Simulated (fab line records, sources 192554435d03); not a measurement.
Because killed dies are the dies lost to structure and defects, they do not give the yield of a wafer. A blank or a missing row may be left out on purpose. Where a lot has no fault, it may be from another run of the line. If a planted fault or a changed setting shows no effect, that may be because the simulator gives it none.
fab line records	flow n5_finfet
[record] lots = 24	wafers = 72	last_day = 17
route steps=1938 shown BEOL_M4@1056
lots that met no fault: taken from a fault-free run of the same line
start_h: hours from the record's first day to the start of the lot's first wafer shown	wait_h: hours since the lot's step before	" repeats the value in the row above	L1.1+2: a single row standing in for several wafers	- either no value or no given start	* or withheld: withheld	< > ~ a bound
route shown NAME@n: NAME is a module with steps in the file, n the number in the route of the first one	usual: mean/standard deviation taken from wafers without a fault	same: alike in all rows	chamber/n: place in a boat	sites: per-site readings	_std_site: the values' standard deviation	_edge_site: the outer-site mean with the inner-site mean subtracted	radius_mm: for every site, how far away it sits from the centre of the wafer	mask NAME#n: copy n	behind: the last tool/chamber to shape the wafer	hold: the reason the lot was held/the length of the hold in hours/how it ended	device: the transistor (n, p or np) that didn't switch	end of line: tests run on the same wafers once the route is complete	for a step that has no rows: nothing shown but its recipe	killed: the dies lost at the first sort to structure and to defects; this is not the yield of the wafer	map: a wafer's dies, marking killed ones x, the rest . and places with no die _
set.NAME: setting as actually run; set.NAME@STEP: the setting as run at that earlier step	model.NAME: the simulator's own value behind a step, which no gauge read
one table for each step of the route and one row for each wafer, over a sample of lots
services: when a tool's chamber went out of use (start_h, in hours from the record's first day, below 0 if earlier), for how many hours, and the reason
[[steps]]
[step N5_BEOL_M4_CD_MEAS_28]
[recipe] target_cd_nm = 26.2	landing_energy_ev = 500	detector = se_inlens	target_cd_y_nm = 24.1	polarity = opening
[usual] cd_nm = 26.18/0.22
[same] landing_energy_ev = 500
lot.wafer	tool	chamber	start_h	wait_h	cd_nm
L074.1	cd_sem-03	0	150.59	-	26.33
L074.4	"	0	"	"	25.84
L074.6	"	0	"	"	25.82
L075.1	cd_sem-01	0	160.82	-	26.04
L075.2	"	0	"	"	26.32
L075.4	"	0	"	"	25.88
L078.1	cd_sem-01	0	174.59	-	25.94
L078.3	"	0	"	"	26.16
L078.5	"	0	"	"	26.30
L076.1	cd_sem-02	0	175.43	-	26.36
L076.3	"	0	"	"	25.72
L076.5	"	0	"	"	26.17
L077.2	cd_sem-01	0	175.77	-	26.01
L077.3	"	0	"	"	25.97
L077.4	"	0	"	"	26.32
L079.1	cd_sem-01	0	180.41	-	26.78
L079.2	"	0	"	"	26.27
L079.4	"	0	"	"	26.41
L080.2	cd_sem-02	0	189.82	-	26.13
L080.4	"	0	"	"	26.18
L080.5	"	0	"	"	26.54
L081.1	cd_sem-01	0	200.33	-	26.24
L081.5	"	0	"	"	26.20
L081.6	"	0	"	"	26.01
L083.2	cd_sem-02	0	203.37	-	26.15
L083.4	"	0	"	"	25.79
L083.6	"	0	"	"	25.98
L082.1	cd_sem-02	0	204.87	-	25.92
L082.4	"	0	"	"	26.25
L082.6	"	0	"	"	26.56
L084.1	cd_sem-02	0	209.97	-	26.49
L084.2	"	0	"	"	26.10
L084.3	"	0	"	"	26.24
L085.2	cd_sem-02	0	231.15	-	26.40
L085.3	"	0	"	"	26.46
L085.6	"	0	"	"	26.46
L086.3	cd_sem-02	0	233.43	-	26.00
L086.4	"	0	"	"	26.16
L086.6	"	0	"	"	26.13
L087.1	cd_sem-01	0	233.75	-	26.17
L087.2	"	0	"	"	25.88
L087.5	"	0	"	"	26.26
L088.3	cd_sem-02	0	241.22	-	26.51
L088.4	"	0	"	"	26.24
L088.6	"	0	"	"	26.57
L089.1	cd_sem-02	0	242.00	-	26.35
L089.3	"	0	"	"	26.19
L089.4	"	0	"	"	26.55
L090.2	cd_sem-02	0	246.96	-	26.36
L090.5	"	0	"	"	26.01
L090.6	"	0	"	"	26.05
L092.1	cd_sem-02	0	261.49	-	26.14
L092.2	"	0	"	"	26.27
L092.5	"	0	"	"	25.92
L091.1	cd_sem-01	0	262.98	-	26.44
L091.4	"	0	"	"	26.41
L091.5	"	0	"	"	26.17
L093.1	cd_sem-01	0	269.80	-	26.09
L093.3	"	0	"	"	26.19
L093.4	"	0	"	"	26.23
L095.1	cd_sem-02	0	281.75	-	26.26
L095.2	"	0	"	"	26.04
L095.3	"	0	"	"	26.51
L094.2	cd_sem-02	0	287.36	-	25.79
L094.3	"	0	"	"	26.27
L094.6	"	0	"	"	26.40
L096.1	cd_sem-02	0	288.26	-	26.17
L096.4	"	0	"	"	26.59
L096.5	"	0	"	"	26.58
L097.2	cd_sem-01	0	288.43	-	25.84
L097.4	"	0	"	"	26.06
L097.5	"	0	"	"	26.01
[step N5_BEOL_M4_VIA_ETCH_34]
[recipe] chemistry = C4F6/O2	target_depth_a = 694	mask_material = SOC	pressure_mtorr = 15	ion_energy_ev = 250	taper_deg = 4	time_s = 65.9	source_w = 350	bias_w = 170	Ar_flow_sccm = 300	C4F6_flow_sccm = 10	O2_flow_sccm = 10
[usual] drypump_motor_current_A = 5.6/0.5	mfc_ar_sccm = 300.2/1	oes_product_au = 0.81/0.085	rf_fwd_power_W = 347.3/1	rf_vpp_V = 660/12	showerhead_plenum_p_Torr = 2.84/0.1	throttle_valve_pct = 30.8/0.37
lot.wafer	tool	chamber	start_h	wait_h	drypump_motor_current_A	mfc_ar_sccm	oes_product_au	rf_fwd_power_W	rf_hours_counter_h	rf_vpp_V	showerhead_plenum_p_Torr	throttle_valve_pct
L074.1	rie_diel-02	2	151.97	0.0	5.8	300.4	0.93	345.9	11	684	2.92	30.8
L074.4	"	1	"	"	6.3	301.5	0.78	348.0	-	645	2.76	30.6
L074.6	"	0	"	"	5.5	299.8	0.91	347.8	-	650	3.05	31.0
L075.1	rie_diel-02	1	165.18	0.0	6.3	299.3	0.78	347.7	143	646	2.76	30.6
L075.2	"	0	"	"	5.6	300.7	0.90	348.5	32	649	3.04	31.0
L075.4	"	0	"	"	5.5	300.4	0.90	347.8	-	650	3.04	31.0
L078.1	rie_diel-01	1	175.49	0.0	5.0	301.8	0.72	346.8	177	668	2.73	31.4
L078.3	"	0	"	"	4.7	299.2	0.72	348.6	202	654	2.79	30.2
L078.5	"	3	"	"	5.4	299.9	0.90	346.2	-	683	2.78	30.8
L076.1	rie_diel-06	3	176.27	0.0	5.6	299.3	0.81	346.5	90	652	2.76	30.9
L076.3	"	1	"	"	6.3	301.6	0.95	348.4	17	669	2.78	30.3
L076.5	"	3	"	"	5.6	299.0	0.82	347.2	-	654	2.76	30.9
L077.2	rie_diel-01	0	176.39	0.0	4.7	300.9	0.72	349.1	202	655	2.79	30.2
L077.3	"	1	"	"	5.0	299.0	0.73	347.1	177	668	2.73	31.4
L077.4	"	2	"	"	6.2	300.7	0.94	346.6	6	662	2.92	30.8
L079.1	rie_diel-06	3	180.96	0.0	5.6	299.8	0.82	348.0	92	653	2.76	30.9
L079.2	"	0	"	"	5.7	301.0	0.87	346.8	60	661	3.02	30.6
L079.4	"	2	"	"	5.5	300.6	0.70	347.9	211	641	2.93	31.3
L080.2	rie_diel-01	1	193.80	0.0	5.0	298.3	0.72	346.7	182	669	2.73	31.4
L080.4	"	3	"	"	5.3	300.6	0.88	347.7	37	684	2.78	30.9
L080.5	"	2	"	"	6.2	300.7	0.93	347.2	-	663	2.91	30.8
L081.1	rie_diel-01	2	203.08	0.0	6.2	299.8	0.93	348.1	15	660	2.91	30.8
L081.5	"	0	"	"	4.7	301.4	0.71	347.1	-	655	2.79	30.2
L081.6	"	3	"	"	5.3	298.7	0.88	348.0	-	683	2.78	30.9
L083.2	rie_diel-01	3	204.18	0.0	5.4	299.4	0.89	348.2	42	683	2.78	30.9
L083.4	"	0	"	"	4.7	301.2	0.72	348.8	211	657	2.79	30.2
L083.6	"	1	"	"	5.0	300.7	0.72	347.4	-	666	2.72	31.4
L082.1	rie_diel-06	1	207.89	0.0	6.3	300.3	0.92	347.4	29	666	2.78	30.3
L082.4	"	2	"	"	5.5	301.1	0.70	347.8	221	641	2.92	31.3
L082.6	"	1	"	"	6.3	300.1	0.92	347.7	-	668	2.78	30.3
L084.1	rie_diel-06	2	210.72	0.0	5.5	299.9	0.70	344.8	222	641	2.92	31.3
L084.2	"	3	"	"	5.6	300.5	0.80	346.0	103	652	2.75	30.9
L084.3	"	1	"	"	6.3	298.2	0.93	347.0	30	669	2.78	30.3
L085.2	rie_diel-06	1	233.22	0.0	6.3	300.0	0.91	346.4	33	668	2.77	30.3
L085.3	"	0	"	"	5.7	298.1	0.84	347.7	73	661	3.01	30.6
L085.6	"	3	"	"	5.6	300.1	0.79	347.8	-	652	2.75	30.9
L086.3	rie_diel-06	0	236.21	0.0	5.7	298.5	0.83	348.8	75	661	3.01	30.6
L086.4	"	3	"	"	5.6	300.2	0.79	348.2	108	653	2.75	30.9
L086.6	"	0	"	"	5.7	298.8	0.83	347.6	-	661	3.01	30.6
L087.1	rie_diel-02	0	236.32	0.0	5.5	298.1	0.85	347.9	60	649	3.03	31.0
L087.2	"	3	"	"	6.1	299.6	0.91	345.9	26	654	2.78	30.8
L087.5	"	0	"	"	5.5	298.7	0.85	345.7	-	649	3.03	31.0
L088.3	rie_diel-01	0	242.13	0.0	4.7	299.9	0.72	347.1	227	655	2.78	30.2
L088.4	"	2	"	"	6.2	299.7	0.89	347.2	30	661	2.90	30.8
L088.6	"	1	"	"	5.0	300.9	0.72	347.9	-	669	2.72	31.4
L089.1	rie_diel-02	1	242.91	0.0	6.3	302.3	0.75	346.6	173	646	2.75	30.7
L089.3	"	2	"	"	5.8	302.0	0.85	347.5	45	682	2.90	30.8
L089.4	"	3	"	"	6.1	299.3	0.91	345.4	29	654	2.78	30.8
L090.2	rie_diel-06	0	256.17	0.0	5.8	299.7	0.83	347.2	81	659	3.01	30.6
L090.5	"	0	"	"	5.7	299.2	0.83	348.5	-	661	3.01	30.6
L090.6	"	3	"	"	5.6	302.9	0.80	344.9	-	653	2.75	30.9
L092.1	rie_diel-01	2	264.00	0.0	6.2	298.8	0.88	348.7	39	664	2.90	30.8
L092.2	"	1	"	"	5.0	300.5	0.71	345.7	211	668	2.71	31.4
L092.5	"	2	"	"	6.2	300.1	0.87	346.1	-	660	2.90	30.8
L091.1	rie_diel-01	2	264.77	0.0	6.2	301.3	0.88	347.3	40	662	2.90	30.8
L091.4	"	2	"	"	6.2	299.9	0.88	348.7	-	661	2.90	30.8
L091.5	"	0	"	"	4.7	299.3	0.70	347.9	-	656	2.78	30.3
L093.1	rie_diel-06	2	271.50	0.0	5.6	300.4	0.69	347.4	238	640	2.91	31.3
L093.3	"	3	"	"	5.6	299.8	0.80	347.4	120	652	2.74	31.0
L093.4	"	1	"	"	6.2	301.2	0.90	346.3	45	667	2.77	30.3
L095.1	rie_diel-06	0	282.40	0.0	5.7	300.4	0.82	346.2	91	660	3.00	30.6
L095.2	"	3	"	"	5.6	301.8	0.78	347.0	123	653	2.74	31.0
L095.3	"	1	"	"	6.3	300.5	0.88	347.9	49	668	2.77	30.3
L094.2	rie_diel-06	3	290.35	0.0	5.6	299.6	0.77	347.9	126	653	2.74	31.0
L094.3	"	0	"	"	5.7	299.9	0.82	348.9	94	660	3.00	30.6
L094.6	"	3	"	"	5.6	301.3	0.78	347.5	-	653	2.74	31.0
L096.1	rie_diel-01	3	290.80	0.0	5.4	302.7	0.85	346.5	67	682	2.76	30.9
L096.4	"	0	"	"	4.7	301.1	0.70	347.4	245	654	2.77	30.3
L096.5	"	0	"	"	4.7	301.1	0.70	347.0	-	655	2.77	30.3
L097.2	rie_diel-01	3	310.12	0.0	5.4	299.7	0.83	349.5	74	683	2.76	30.9
L097.4	"	1	"	"	5.0	301.0	0.69	346.0	-	667	2.71	31.4
L097.5	"	2	"	"	6.2	299.4	0.84	346.7	-	659	2.89	30.8
[step N5_BEOL_M4_ALD_84]
[recipe] material = TaN	target_thk_a = *	temp_c = 275	ald_precursor_family = PDMAT	ald_co_reactant = NH3	pressure_torr = 3	carrier_flow_sccm = 1500	pulse_time_s = 2	purge_time_s = 3	co_reactant_purge_time_s = 2	co_reactant_pulse_time_s = 3	ald_cycles = 30	precursor_vessel_temp_c = 75	precursor_vessel_pressure_torr = 26.25	precursor_vessel_carrier_sccm = 1000
[usual] heater_power_w = 400/34
[same] pulse_time_s = 2
lot.wafer	tool	chamber	start_h	wait_h	heater_power_w
L074.1	ald_metal-01	0	152.77	0.0	397
L074.4	"	3	"	"	399
L074.6	"	1	"	"	322
L075.1	ald_metal-04	3	166.13	0.1	375
L075.2	"	0	"	"	381
L075.4	"	1	"	"	383
L078.1	ald_metal-01	1	176.22	0.0	319
L078.3	"	2	"	"	411
L078.5	"	2	"	"	407
L076.1	ald_metal-03	0	176.83	0.0	442
L076.3	"	1	"	"	453
L076.5	"	1	"	"	443
L077.2	ald_metal-01	3	176.95	0.0	398
L077.3	"	1	"	"	312
L077.4	"	1	"	"	316
L079.1	ald_metal-04	1	181.79	0.0	374
L079.2	"	2	"	"	417
L079.4	"	0	"	"	396
L080.2	ald_metal-04	1	194.43	0.1	374
L080.4	"	3	"	"	374
L080.5	"	0	"	"	390
L081.1	ald_metal-01	3	203.87	0.0	397
L081.5	"	2	"	"	411
L081.6	"	1	"	"	319
L083.2	ald_metal-01	0	204.83	0.0	403
L083.4	"	2	"	"	403
L083.6	"	3	"	"	390
L082.1	ald_metal-01	1	208.47	0.1	317
L082.4	"	3	"	"	409
L082.6	"	1	"	"	317
L084.1	ald_metal-03	2	211.34	0.0	419
L084.2	"	0	"	"	432
L084.3	"	1	"	"	440
L085.2	ald_metal-01	3	233.79	0.1	394
L085.3	"	2	"	"	404
L085.6	"	3	"	"	395
L086.3	ald_metal-03	2	236.93	0.0	403
L086.4	"	0	"	"	440
L086.6	"	1	"	"	438
L087.1	ald_metal-04	2	237.04	0.1	418
L087.2	"	3	"	"	374
L087.5	"	1	"	"	382
L088.3	ald_metal-03	0	242.91	0.0	444
L088.4	"	1	"	"	439
L088.6	"	0	"	"	438
L089.1	ald_metal-04	2	243.54	0.1	429
L089.3	"	3	"	"	381
L089.4	"	1	"	"	382
L090.2	ald_metal-03	1	257.67	0.3	440
L090.5	"	1	"	"	437
L090.6	"	2	"	"	413
L092.1	ald_metal-01	2	265.03	0.0	402
L092.2	"	0	"	"	393
L092.5	"	0	"	"	397
L091.1	ald_metal-04	1	265.54	0.1	384
L091.4	"	3	"	"	377
L091.5	"	0	"	"	393
L093.1	ald_metal-01	2	272.32	0.0	410
L093.3	"	1	"	"	325
L093.4	"	3	"	"	394
L095.1	ald_metal-03	0	284.53	0.0	433
L095.2	"	1	"	"	439
L095.3	"	2	"	"	402
L094.2	ald_metal-04	2	290.90	0.0	418
L094.3	"	3	"	"	376
L094.6	"	2	"	"	413
L096.1	ald_metal-03	3	291.58	0.3	451
L096.4	"	1	"	"	432
L096.5	"	0	"	"	418
L097.2	ald_metal-03	1	310.73	0.0	437
L097.4	"	3	"	"	439
L097.5	"	2	"	"	407
[step N5_BEOL_M4_SURFACE_TREAT_85]
[recipe] gas = Ar	time_s = *	ion_energy_ev = *	ion_current_ma_cm2 = 0.5	pressure_mtorr = *	ar_flow_sccm = 30
[usual] throttle_valve_pct = *
lot.wafer	tool	chamber	start_h	wait_h	throttle_valve_pct
L074.1	pvd_sputter-01	-	153.01	0.1	*
L074.4	"	-	"	"	*
L074.6	"	-	"	"	*
L075.1	pvd_sputter-01	-	166.54	0.3	*
L075.2	"	-	"	"	*
L075.4	"	-	"	"	*
L078.1	pvd_sputter-01	-	176.49	0.2	*
L078.3	"	-	"	"	*
L078.5	"	-	"	"	*
L076.1	pvd_sputter-01	-	177.35	0.4	*
L076.3	"	-	"	"	*
L076.5	"	-	"	"	*
L077.2	pvd_sputter-02	-	178.55	1.5	*
L077.3	"	-	"	"	*
L077.4	"	-	"	"	*
L079.1	pvd_sputter-03	-	182.18	0.3	*
L079.2	"	-	"	"	*
L079.4	"	-	"	"	*
L080.2	pvd_sputter-03	-	194.67	0.1	*
L080.4	"	-	"	"	*
L080.5	"	-	"	"	*
L081.1	pvd_sputter-02	-	204.17	0.2	*
L081.5	"	-	"	"	*
L081.6	"	-	"	"	*
L083.2	pvd_sputter-01	-	205.13	0.2	*
L083.4	"	-	"	"	*
L083.6	"	-	"	"	*
L082.1	pvd_sputter-01	-	208.79	0.2	*
L082.4	"	-	"	"	*
L082.6	"	-	"	"	*
L084.1	pvd_sputter-03	-	211.57	0.1	*
L084.2	"	-	"	"	*
L084.3	"	-	"	"	*
L085.2	pvd_sputter-02	-	234.07	0.2	*
L085.3	"	-	"	"	*
L085.6	"	-	"	"	*
L086.3	pvd_sputter-02	-	237.19	0.2	*
L086.4	"	-	"	"	*
L086.6	"	-	"	"	*
L087.1	pvd_sputter-03	-	237.27	0.1	*
L087.2	"	-	"	"	*
L087.5	"	-	"	"	*
L088.3	pvd_sputter-02	-	243.20	0.2	*
L088.4	"	-	"	"	*
L088.6	"	-	"	"	*
L089.1	pvd_sputter-02	-	245.34	1.7	*
L089.3	"	-	"	"	*
L089.4	"	-	"	"	*
L090.2	pvd_sputter-01	-	259.46	1.7	*
L090.5	"	-	"	"	*
L090.6	"	-	"	"	*
L092.1	pvd_sputter-01	-	265.29	0.2	*
L092.2	"	-	"	"	*
L092.5	"	-	"	"	*
L091.1	pvd_sputter-01	-	265.77	0.1	*
L091.4	"	-	"	"	*
L091.5	"	-	"	"	*
L093.1	pvd_sputter-03	-	272.56	0.1	*
L093.3	"	-	"	"	*
L093.4	"	-	"	"	*
L095.1	pvd_sputter-02	-	284.89	0.3	*
L095.2	"	-	"	"	*
L095.3	"	-	"	"	*
L094.2	pvd_sputter-03	-	291.13	0.1	*
L094.3	"	-	"	"	*
L094.6	"	-	"	"	*
L096.1	pvd_sputter-03	-	293.21	1.5	*
L096.4	"	-	"	"	*
L096.5	"	-	"	"	*
L097.2	pvd_sputter-03	-	311.18	0.4	*
L097.4	"	-	"	"	*
L097.5	"	-	"	"	*
[step N5_BEOL_M4_SPUTTER_79]
[recipe] material = Cu	target_thk_a = 45	temp_c = -20	chamber_pressure_pa = 0.07	power_w = withheld	time_s = 8.29
[usual] chuck_sensor_temp_C = -16.1/0.43	throttle_valve_pct = 30.0/0.73
lot.wafer	tool	chamber	start_h	wait_h	chuck_sensor_temp_C	throttle_valve_pct
L074.1	pvd_sputter-01	-	153.55	0.1	-15.6	30.6
L074.4	"	-	"	"	-16.4	29.5
L074.6	"	-	"	"	-16.3	29.5
L075.1	pvd_sputter-03	-	167.96	0.1	-16.4	29.5
L075.2	"	-	"	"	-16.2	29.1
L075.4	"	-	"	"	-15.2	30.3
L078.1	pvd_sputter-02	-	176.93	0.1	-15.8	30.6
L078.3	"	-	"	"	-15.8	29.1
L078.5	"	-	"	"	-16.2	29.5
L076.1	pvd_sputter-02	-	178.85	0.1	-16.3	29.2
L076.3	"	-	"	"	-15.8	29.2
L076.5	"	-	"	"	-15.9	29.0
L077.2	pvd_sputter-03	-	179.11	0.1	-16.4	30.0
L077.3	"	-	"	"	-15.8	31.0
L077.4	"	-	"	"	-15.3	30.6
L079.1	pvd_sputter-02	-	182.62	0.1	-16.0	29.3
L079.2	"	-	"	"	-15.8	29.4
L079.4	"	-	"	"	-16.0	30.7
L080.2	pvd_sputter-02	-	195.27	0.1	-15.8	30.6
L080.4	"	-	"	"	-16.0	29.1
L080.5	"	-	"	"	-16.4	31.4
L081.1	pvd_sputter-02	-	204.63	0.1	-16.2	29.3
L081.5	"	-	"	"	-16.2	29.2
L081.6	"	-	"	"	-16.4	31.2
L083.2	pvd_sputter-02	-	206.47	0.1	-16.3	29.1
L083.4	"	-	"	"	-15.7	29.2
L083.6	"	-	"	"	-15.7	30.4
L082.1	pvd_sputter-03	-	209.34	0.1	-15.3	30.4
L082.4	"	-	"	"	-15.6	31.2
L082.6	"	-	"	"	-16.0	29.2
L084.1	pvd_sputter-02	-	213.48	0.1	-15.8	29.4
L084.2	"	-	"	"	-16.5	31.4
L084.3	"	-	"	"	-16.1	29.3
L085.2	pvd_sputter-02	-	234.59	0.1	-15.6	30.5
L085.3	"	-	"	"	-16.1	29.1
L085.6	"	-	"	"	-15.4	30.6
L086.3	pvd_sputter-03	-	237.64	0.1	-16.1	29.9
L086.4	"	-	"	"	-15.8	30.9
L086.6	"	-	"	"	-15.6	31.2
L087.1	pvd_sputter-01	-	239.48	0.1	-16.7	30.1
L087.2	"	-	"	"	-16.9	30.0
L087.5	"	-	"	"	-16.4	29.7
L088.3	pvd_sputter-01	-	243.84	0.1	-16.8	30.1
L088.4	"	-	"	"	-15.6	30.5
L088.6	"	-	"	"	-15.8	30.3
L089.1	pvd_sputter-02	-	245.88	0.1	-15.8	30.7
L089.3	"	-	"	"	-15.9	29.0
L089.4	"	-	"	"	-16.5	31.4
L090.2	pvd_sputter-01	-	260.14	0.1	-16.5	29.6
L090.5	"	-	"	"	-16.9	30.3
L090.6	"	-	"	"	-15.9	30.5
L092.1	pvd_sputter-02	-	265.79	0.1	-16.5	31.0
L092.2	"	-	"	"	-15.8	29.2
L092.5	"	-	"	"	-15.7	30.4
L091.1	pvd_sputter-01	-	266.34	0.1	-16.4	29.6
L091.4	"	-	"	"	-16.8	30.0
L091.5	"	-	"	"	-15.7	30.3
L093.1	pvd_sputter-03	-	273.06	0.1	-16.2	29.4
L093.3	"	-	"	"	-15.1	30.2
L093.4	"	-	"	"	-16.4	29.6
L095.1	pvd_sputter-02	-	285.39	0.1	-16.2	29.1
L095.2	"	-	"	"	-15.8	30.6
L095.3	"	-	"	"	-16.0	29.0
L094.2	pvd_sputter-01	-	291.69	0.1	-15.7	30.4
L094.3	"	-	"	"	-16.7	30.4
L094.6	"	-	"	"	-16.6	29.6
L096.1	pvd_sputter-01	-	293.83	0.1	-16.5	29.4
L096.4	"	-	"	"	-16.9	30.3
L096.5	"	-	"	"	-16.4	29.3
L097.2	pvd_sputter-03	-	311.87	0.1	-16.4	29.7
L097.4	"	-	"	"	-16.2	29.3
L097.5	"	-	"	"	-16.1	29.3
[step N5_BEOL_M4_ANNEAL_93]
[recipe] temp_c = 400	time_s = 240	ambient = vacuum
[usual] heater_power_w = 784/89
lot.wafer	tool	chamber	start_h	wait_h	heater_power_w
L074.1	pvd_sputter-01	-	154.73	0.0	861
L074.4	"	-	"	"	777
L074.6	"	-	"	"	774
L075.1	pvd_sputter-03	-	169.14	0.0	807
L075.2	"	-	"	"	858
L075.4	"	-	"	"	761
L078.1	pvd_sputter-02	-	178.11	0.0	776
L078.3	"	-	"	"	695
L078.5	"	-	"	"	974
L076.1	pvd_sputter-02	-	180.03	0.0	961
L076.3	"	-	"	"	705
L076.5	"	-	"	"	710
L077.2	pvd_sputter-03	-	180.29	0.0	802
L077.3	"	-	"	"	803
L077.4	"	-	"	"	774
L079.1	pvd_sputter-02	-	183.80	0.0	987
L079.2	"	-	"	"	693
L079.4	"	-	"	"	782
L080.2	pvd_sputter-02	-	196.45	0.0	764
L080.4	"	-	"	"	691
L080.5	"	-	"	"	745
L081.1	pvd_sputter-02	-	205.81	0.0	956
L081.5	"	-	"	"	949
L081.6	"	-	"	"	740
L083.2	pvd_sputter-02	-	207.65	0.0	964
L083.4	"	-	"	"	692
L083.6	"	-	"	"	804
L082.1	pvd_sputter-03	-	210.52	0.0	775
L082.4	"	-	"	"	808
L082.6	"	-	"	"	879
L084.1	pvd_sputter-02	-	214.66	0.0	714
L084.2	"	-	"	"	725
L084.3	"	-	"	"	977
L085.2	pvd_sputter-02	-	235.77	0.0	773
L085.3	"	-	"	"	980
L085.6	"	-	"	"	773
L086.3	pvd_sputter-03	-	238.82	0.0	815
L086.4	"	-	"	"	783
L086.6	"	-	"	"	769
L087.1	pvd_sputter-01	-	240.66	0.0	670
L087.2	"	-	"	"	697
L087.5	"	-	"	"	782
L088.3	pvd_sputter-01	-	245.02	0.0	689
L088.4	"	-	"	"	888
L088.6	"	-	"	"	875
L089.1	pvd_sputter-02	-	247.06	0.0	819
L089.3	"	-	"	"	695
L089.4	"	-	"	"	703
L090.2	pvd_sputter-01	-	261.32	0.0	767
L090.5	"	-	"	"	688
L090.6	"	-	"	"	894
L092.1	pvd_sputter-02	-	266.97	0.0	716
L092.2	"	-	"	"	682
L092.5	"	-	"	"	788
L091.1	pvd_sputter-01	-	267.52	0.0	782
L091.4	"	-	"	"	694
L091.5	"	-	"	"	871
L093.1	pvd_sputter-03	-	274.24	0.0	859
L093.3	"	-	"	"	763
L093.4	"	-	"	"	816
L095.1	pvd_sputter-02	-	286.57	0.0	950
L095.2	"	-	"	"	789
L095.3	"	-	"	"	696
L094.2	pvd_sputter-01	-	292.87	0.0	880
L094.3	"	-	"	"	687
L094.6	"	-	"	"	761
L096.1	pvd_sputter-01	-	295.01	0.0	767
L096.4	"	-	"	"	716
L096.5	"	-	"	"	784
L097.2	pvd_sputter-03	-	313.05	0.0	827
L097.4	"	-	"	"	871
L097.5	"	-	"	"	872
[[services]]
tool	chamber	start_h	hours	kind
rie_diel-01	3	130.35	4.5	repair
ald_metal-04	-	130.95	8.7	pm
ald_metal-03	2	131.81	1.9	repair
rie_diel-01	2	147.45	-	clean
rie_diel-01	2	147.45	-	consumable_replace:focus_ring
rie_diel-01	2	147.45	14.8	scheduled_down
rie_diel-01	2	147.45	14.8	vent_cycle
rie_diel-01	-	148.96	0.1	repair
pvd_sputter-02	-	153.89	1.6	repair
rie_diel-02	1	158.46	5.5	repair
ald_metal-01	0	164.19	25.1	repair
ald_metal-04	2	203.07	3.3	repair
ald_metal-01	-	212.84	6.0	pm
rie_diel-06	-	215.62	15.6	pm
rie_diel-02	2	235.45	2.4	repair
rie_diel-01	3	246.14	18.9	repair
ald_metal-03	1	258.04	8.2	repair
ald_metal-03	-	281.58	1.9	repair
pvd_sputter-02	-	288.44	40.3	repair
rie_diel-01	2	299.37	5.1	repair
rie_diel-01	0	304.44	-	clean
rie_diel-01	0	304.44	-	consumable_replace:focus_ring
rie_diel-01	0	304.44	18.2	scheduled_down
rie_diel-01	-	311.59	0.2	repair
[[key]]
fault none
